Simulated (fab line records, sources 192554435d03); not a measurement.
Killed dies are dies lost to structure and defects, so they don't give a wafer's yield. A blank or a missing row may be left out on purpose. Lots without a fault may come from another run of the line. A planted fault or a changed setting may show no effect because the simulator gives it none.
fab line records | flow n5_finfet
record lots=4 wafers=12 last_day=18
route steps=1938 shown BEOL_M2@852 BEOL_M4@1111 PASSIVATION@1936
lots that met no fault: from a run of the same line without faults
start_h: hours from the record's first day to the start of the lot's first wafer shown | wait_h: hours since the lot's step before | " the same as in the row above | L1.1+2: a row that stands for several wafers | - no value, or no start given | * or withheld: withheld | < > ~ a bound
route shown NAME@n: a module of which the file shows steps, and the number in the route of the first | usual: mean/standard deviation of fault-free wafers | same: alike in all rows | chamber/n: place in a boat | sites: the reading at each site | _std_site: their standard deviation | _edge_site: outer sites' mean less inner sites' | radius_mm: how far each site lies from the wafer's centre | mask NAME#n: copy n | behind: the tool/chamber that last shaped the wafer | hold: why the lot was held/for how many hours/how that ended | device: the transistor (n, p or np) that didn't switch | end of line: the same wafers' tests at the end of the route | a step without rows: its recipe alone | killed: dies lost to structure and defects at the first sort, not the wafer's yield | map: a wafer's dies, x killed, . not, _ none there
set.NAME: the setting as run; set.NAME@STEP: as run at that earlier step | model.NAME: the simulator's own value behind a step, which no gauge read
lots at some steps of the route; a table a step, a row a wafer
services: from which hour (start_h, from the record's first day; less than 0 if before it) a tool's chamber was out of use, for how many hours, and why
## steps
# step N5_BEOL_M2_PEB_09
# recipe peb_temp_c=100 peb_time_s=60 resist=CAR-EUV
# step N5_BEOL_M2_DEVELOP_10
# recipe develop_time_s=30 developer=TMAH resist=CAR-EUV rinse_liquid=surfactant_rinse dry=air_spin dev_temp_c=23
# step N5_BEOL_M2_DESCUM_16
# recipe chemistry=O2 time_s=7 source_power_w=50 bias_power_w=20 pressure_mtorr=20 rf_frequency_hz=2.712e+07 temp_c=40 resist=CAR-EUV o2_flow_sccm=225
# step N5_BEOL_M2_ETCH_74
# recipe chemistry=N2/H2 target=underlayer target_depth_a=65 mask_material=CAR-EUV time_s=5.2 ion_energy_ev=200 pressure_mtorr=30 source_w=840 bias_w=150 n2_flow_sccm=200 h2_flow_sccm=200 ends=cleared
# step N5_BEOL_M2_ETCH_63
# recipe chemistry=CF4 target=SiARC target_depth_a=156 mask_material=CAR-EUV time_s=26 ion_energy_ev=80 pressure_mtorr=40 source_w=545 bias_w=36 Ar_flow_sccm=100 cf4_flow_sccm=100 ends=cleared
# step N5_BEOL_M2_ETCH_64
# recipe chemistry=N2/H2 target=SOC target_depth_a=750 overetch_a=225 mask_material=SiARC temp_c=40 time_s=121.9 ion_energy_ev=200 pressure_mtorr=30 source_w=840 bias_w=150 n2_flow_sccm=200 h2_flow_sccm=200
# step N5_BEOL_M2_STRIP_65
# recipe chemistry=N2/H2 temp_c=40 n2_flow_sccm=200 h2_flow_sccm=200 rf_frequency_hz=6e+07
# step N5_BEOL_M2_STRIP_75
# recipe chemistry=N2/H2 temp_c=40 n2_flow_sccm=200 h2_flow_sccm=200 rf_frequency_hz=6e+07
# step N5_BEOL_M2_STRIP_66
# recipe chemistry=CF4 resist=SiARC power_w=300 bias_power_w=75 pressure_mtorr=50 cf4_flow_sccm=150 rf_frequency_hz=6e+07
# step N5_BEOL_M2_HM_OPEN_17
# recipe chemistry=Cl2/BCl3 target_depth_a=200 overetch_a=60 target=TiN mask_material=SOC ion_energy_ev=150 pressure_mtorr=10 icp_w=1000 bias_w=126 Cl2_flow_sccm=53.25 bcl3_flow_sccm=21.75 Ar_flow_sccm=25
# usual bias_w=126.1/0.37 drypump_motor_current_A=5.71/0.29 he_backside_leak_sccm=3.28/0.27 mfc_ar_sccm=25.01/0.077 oes_product_au=0.61/0.091 throttle_valve_pct=22.23/0.12
# columns lot.wafer tool chamber start_h wait_h bias_w drypump_motor_current_A he_backside_leak_sccm mfc_ar_sccm oes_product_au rf_hours_counter_h throttle_valve_pct
L387.2 rie_metal-01 1 167.55 0.0 126.5 5.70 3.36 24.93 0.56 98 22.14
L387.3 " 0 " " 125.5 5.54 3.29 25.15 0.52 - 22.41
L387.4 " 1 " " 126.3 5.67 3.33 24.82 0.55 - 22.15
L388.3 rie_metal-01 1 171.10 0.1 126.1 5.68 3.07 24.91 0.57 - 22.11
L388.4 " 0 " " 126.4 5.56 3.31 24.94 0.54 - 22.41
L388.6 " 1 " " 126.4 5.69 3.05 25.09 0.56 - 22.11
L390.4 rie_metal-01 0 191.57 0.1 125.9 5.57 3.23 25.01 0.52 - 22.43
L390.5 " 1 " " 125.7 5.67 3.31 24.96 0.56 - 22.13
L390.6 " 0 " " 126.1 5.56 3.25 24.99 0.53 - 22.43
L400.2 rie_metal-01 1 261.45 0.0 125.7 5.70 3.34 25.03 0.54 105 22.15
L400.4 " 0 " " 125.8 5.57 2.99 24.94 0.80 - 22.24
L400.6 " 1 " " 125.8 5.68 3.17 24.90 0.55 - 22.15
# step N5_BEOL_M2_STRIP_19
# recipe chemistry=O2 power_w=400 temp_c=40 pressure_mtorr=30 rf_frequency_hz=6e+07 bias_power_w=0 overash_fraction=0.2 o2_flow_sccm=225
# step N5_BEOL_M2_COAT_67
# recipe resist=SOC temp_c=250 time_s=60 spin_rpm=1500 resist_thk_nm=60
# step N5_BEOL_M2_COAT_68
# recipe resist=SiARC temp_c=220 time_s=60 spin_rpm=1500 resist_thk_nm=12
# step N5_BEOL_M2_COAT_76
# recipe resist=underlayer temp_c=205 time_s=60 spin_rpm=1500 resist_thk_nm=5
# step N5_BEOL_M2_COAT_22
# recipe resist=CAR-EUV spin_rpm=1500 resist_thk_nm=30
# step N5_BEOL_M2_EBR_24
# recipe solvent=PGMEA ebr_width_mm=1.5
# step N5_BEOL_M2_SOFTBAKE_23
# recipe temp_c=110 time_s=60 resist=CAR-EUV
# step N5_BEOL_M2_EXPOSE_25
# recipe mask_id=V1 na=0.33 source_shape=quasar sigma_inner=0.2 sigma_outer=0.8 polarization=unpolarized defocus_nm=5 dose_mj=63
# step N5_BEOL_M2_PEB_26
# recipe peb_temp_c=100 peb_time_s=60 resist=CAR-EUV
# step N5_BEOL_M2_DEVELOP_27
# recipe develop_time_s=30 developer=TMAH resist=CAR-EUV rinse_liquid=surfactant_rinse dry=air_spin dev_temp_c=23
# step N5_BEOL_M2_INSPECT_30
# recipe mode=adi inspect_instrument=brightfield
# usual raw_defect_count=459/97
# columns lot.wafer tool chamber start_h wait_h raw_defect_count
L387.2 defect_inspect-01 - 168.14 0.0 476
L387.3 " - " " 533
L387.4 " - " " 642
L388.3 defect_inspect-01 - 171.78 0.0 1086
L388.4 " - " " 486
L388.6 " - " " 853
L390.4 defect_inspect-01 - 192.13 0.0 514
L390.5 " - " " 810
L390.6 " - " " 392
L400.2 defect_inspect-02 - 262.39 0.0 423
L400.4 " - " " 406
L400.6 " - " " 432
# step N5_BEOL_M2_DESCUM_33
# recipe chemistry=O2 time_s=7 source_power_w=50 bias_power_w=20 pressure_mtorr=20 rf_frequency_hz=2.712e+07 temp_c=40 resist=CAR-EUV o2_flow_sccm=225
# step N5_BEOL_M4_RC_MEAS_101
# usual DIBL_N=36.0/1.6 DIBL_P=35.8/2 IOFF_N=0.152/0.03 IOFF_P=0.20/0.031 ION_N=670/12 ION_P=459/7.4 SS_N=71.5/0.56 SS_P=73.2/0.64 VT_N=251/3.5 VT_P=-252/3.3
# columns lot.wafer tool chamber start_h wait_h DIBL_N[mV/V] DIBL_P[mV/V] IOFF_N[nA/um] IOFF_P[nA/um] ION_N[uA/um] ION_P[uA/um] SS_N[mV/dec] SS_P[mV/dec] VT_N[mV] VT_P[mV]
L387.2 prober-02 0 239.00 0.2 36.8 36.3 0.168 0.19 676 456 71.7 72.9 250 -253
L387.3 " 0 " " 37.7 38.8 0.193 0.23 682 463 72.0 74.0 248 -253
L387.4 " 0 " " 36.4 36.6 0.169 0.20 684 463 71.2 73.4 249 -254
L388.3 prober-01 0 241.69 0.3 38.7 37.2 0.189 0.24 674 461 72.8 73.8 248 -248
L388.4 " 0 " " 37.1 35.6 0.155 0.22 664 460 71.8 73.9 253 -248
L388.6 " 0 " " 36.7 34.9 0.148 0.20 684 465 71.5 73.1 251 -250
L390.4 prober-01 0 247.48 0.5 33.4 34.1 0.119 0.17 666 460 71.4 72.7 253 -252
L390.5 " 0 " " 36.4 37.2 0.165 0.24 679 471 71.8 74.6 249 -247
L390.6 " 0 " " 35.5 36.4 0.144 0.20 664 458 71.2 73.3 251 -252
L400.2 prober-02 0 317.56 0.2 37.7 36.7 0.184 0.21 675 455 72.8 73.7 248 -252
L400.4 " 0 " " 36.0 35.9 0.170 0.20 691 467 71.7 73.9 246 -252
L400.6 " 0 " " 36.8 35.5 0.168 0.19 677 458 72.2 73.3 249 -250
# step N5_PASSIVATION_PROBE_49
# usual defect_limited_yield=91.6/1.4 killed_at_M0_to_M3=33/10 killed_at_M4_up=13/5.3 killed_at_contacts=13/5.9 killed_at_front_end=36/12 killed_at_other=4/3.1 killed_dies=99/16 killed_on_rim=13/4.2 killed_open=65/13 killed_short=32/7.3 sort_bin_5_function=4.9/0.9 sort_bin_6_memory=3.1/0.66 sort_n_pass=1081/17 sort_yield_pct=91.6/1.4
# same gross_dies=1180 killed_at_back_side=0 sort_bin_4_leakage[%]=0 sort_bin_8_speed[%]=0
# columns lot.wafer tool chamber start_h wait_h defect_limited_yield[%] killed_at_M0_to_M3 killed_at_M4_up killed_at_contacts killed_at_front_end killed_at_other killed_dies killed_on_rim killed_open killed_short sort_bin_5_function[%] sort_bin_6_memory[%] sort_n_pass sort_yield_pct[%]
L388.3 prober-01 - 341.50 0.1 86.9 84 14 16 37 3 154 32 63 26 8.4 3.5 1026 86.9
L388.6 prober-01 - 341.65 0.3 87.5 90 11 8 34 4 147 26 52 40 7.8 3.7 1033 87.5
L390.5 prober-01 - 350.22 0.2 85.9 93 14 18 38 3 166 29 62 34 9.0 4.2 1014 85.9
# killed by level:class
L388.3 BEOL_M2:unspecified=64 MOL_CONTACT_COAG:geometric_particle:open=16 GATE_CUT:geometric_particle:short=8 BEOL_M4:geometric_particle:open=7 FIN_SAQP:geometric_particle:open=6 STI_FIN_REVEAL:geometric_particle:open=5 BEOL_M0_SAQP:geometric_particle:open=5 FIN_SAQP:geometric_particle:short=4
L388.6 BEOL_M2:unspecified=54 FIN_SAQP:geometric_particle:open=8 BEOL_M2:geometric_particle:short=8 BEOL_M1:geometric_particle:open=7 STI_FIN_REVEAL:geometric_particle:open=6 MOL_CONTACT_COAG:geometric_particle:open=6 BEOL_M0_SAQP:geometric_particle:short=5 BEOL_M2:geometric_particle:open=4
L390.5 BEOL_M2:unspecified=70 MOL_CONTACT_COAG:geometric_particle:open=15 FIN_SAQP:geometric_particle:short=11 BEOL_M4:geometric_particle:open=10 STI_FIN_REVEAL:geometric_particle:open=7 BEOL_M0_SAQP:geometric_particle:open=5 BEOL_M3:geometric_particle:open=5 STARTING-WAFER:geometric_particle:open=5
# map L388.3 (x killed, . not)
_________________............________________
______________x...x............._____________
___________x....x.....x............__________
__________...x.....x.........x.x...._________
________.......x......x....x.........._______
_______.........x........x.............______
______...................x............x._____
_____..x.x...............................____
____.........xx...x.......................___
___.......x.x........................x.....__
___x....x..................x.......x.......__
__...x........x.x.......x......x...........x_
__.........x................................_
_.........x.x..........x...x...x........x....
_...............x............................
_...xx................xx.........xx..........
_........................................x...
_...........x...........................x....
_...........x........................x....x..
_..........x.....x....................x..x.xx
_........x........x...x.......x.......xxxx.xx
__......................x......x..x..x.xxxxx_
__x.................................xxxxxxxx_
___.....x.......x.x................x.xxxxxx__
___xx....x...x....x.........x..x..xxxxxxxxx__
____.............................x.xxxxxxx___
_____.x.............x...........x..x.xxxx____
______x..x..............x...........xxxx_____
_______...........xx.......x....x..x.xx______
________.x.........................x.._______
__________.x.x......................_________
___________......x..........xx.....__________
______________.x..x............._____________
_________________...x........________________
# map L390.5 (x killed, . not)
_________________.........xx.________________
______________.................._____________
___________.x......................__________
__________....x...........x........._________
________x..........x.................x_______
_______..........x....x.....x.x....x...______
______.........x.............xx........._____
_____............................x...xx..____
____....x.......x...........x.............___
___..x..x......x...x...x..x...x.....x....x.__
___.....x........................x....x....__
__..........x...x..........x...........xxx.x_
__.x...............................x........_
_........x.......x...........................
_....x....................................x..
_..x......x.....x...x........................
_......................xx....................
_........x.........x..........x......xx.x....
_..x......................................x..
_....x.x..x......x......x..............xx..xx
_..x.......x.x........x..........x..x.x...xxx
__...............................x..xxxxxxxx_
__..x................x....x.......x.xxxxxxxx_
___.............x.x.............x.xxxxxxxxx__
___......x..x................xx..x.xxxxxxxx__
____..............x............x..xxxxxxxx___
_____.......x.......x............x..xxxxx____
______................x...x.......xxxxxx_____
_______...x......x........x......x...xx______
________........x....x......x.......x._______
__________.........................._________
___________........................__________
______________.................._____________
_________________.x...xx....x________________
## services
# columns tool chamber start_h hours kind
rie_metal-01 - 176.41 1.3 repair
rie_metal-01 0 193.49 - clean
rie_metal-01 0 193.49 21.2 scheduled_down
rie_metal-01 0 193.49 21.2 vent_cycle
rie_metal-01 - 236.50 1.4 pm
## key
first_sign step=N5_BEOL_M2_INSPECT_30 reading=raw_defect_count direction=up sigmas=4.7 usual=459 struck=916
effect step=N5_PASSIVATION_PROBE_49 reading=killed_at_M0_to_M3 direction=up sigmas=5.6 usual=33 struck=89
more_kills_born_at N5_BEOL_M2_HM_OPEN_17@rie_metal-01=188
met_at N5_BEOL_M2_HM_OPEN_17
struck_wafers L388.3,L388.6,L390.5
onset_between 167.55 171.10
fault kind=chamber_particle_source tool=rie_metal-01 chamber=1 onset_h=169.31 steps=N5_BEOL_M2_HM_OPEN_17 rate_per_visit_cm2=0.48815 end_h=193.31
